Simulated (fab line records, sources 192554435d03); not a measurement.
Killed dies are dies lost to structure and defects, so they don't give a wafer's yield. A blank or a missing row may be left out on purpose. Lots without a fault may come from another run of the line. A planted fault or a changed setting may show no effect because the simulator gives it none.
Chamber matching | flow n5_finfet | N5_PMOS_HMC_CHANNEL_EPI_HM_DEP_34 on pecvd-02: 3 sister chambers
The step deposits SiO2 from TEOS/O2, target thk 36 nm, time 6.9 s. 6 wafers are shown with their chamber, then 9 later ones without.

WAFERS WITH THEIR CHAMBER
wafer  | chamber | throttle_valve_pct (%) | showerhead_plenum_p_Torr (Torr)
L911.2 | 2       | 17.2                   | 8.306
L912.2 | 0       | 18.2                   | 8.313
L912.6 | 2       | 17.2                   | 8.319
L915.3 | 1       | 19.7                   | 8.351
L915.4 | 1       | 19.4                   | 8.354
L915.6 | 0       | 18.3                   | 8.323

WAFERS WITHOUT THEIR CHAMBER
wafer  | throttle_valve_pct (%) | showerhead_plenum_p_Torr (Torr)
L917.2 | 19.2                   | 8.360
L917.3 | 17.2                   | 8.316
L917.5 | 17.1                   | 8.321
L920.1 | 18.2                   | 8.309
L920.5 | 19.5                   | 8.337
L920.6 | 17.3                   | 8.303
L928.1 | 19.1                   | 8.338
L928.3 | 17.2                   | 8.309
L928.5 | 17.9                   | 8.302

WHICH CHAMBER EACH WENT THROUGH
wafer  | from the rows above | in truth
L917.2 | 1                   | 1
L917.3 | 2                   | 2
L917.5 | 2                   | 2
L920.1 | 0                   | 0
L920.5 | 1                   | 1
L920.6 | 2                   | 2
L928.1 | 1                   | 1
L928.3 | 2                   | 2
L928.5 | 0                   | 0
Placed correctly: 9 of 9. Can't be placed from these rows: 0. Placed wrongly: 0.
How it was worked out, from the rows above alone: a wafer's distance from a chamber is the root of the sum, over the readings, of the square of ((its reading less the chamber's mean) divided by the reading's scatter). The wafer belongs to the nearest chamber; if the next one is less than 2 further off, it can't be placed. A chamber's mean is the mean of its shown wafers. The scatter: the root of (the sum of the squares of (reading less its chamber's mean) over the shown wafers, divided by (wafers less chambers)).
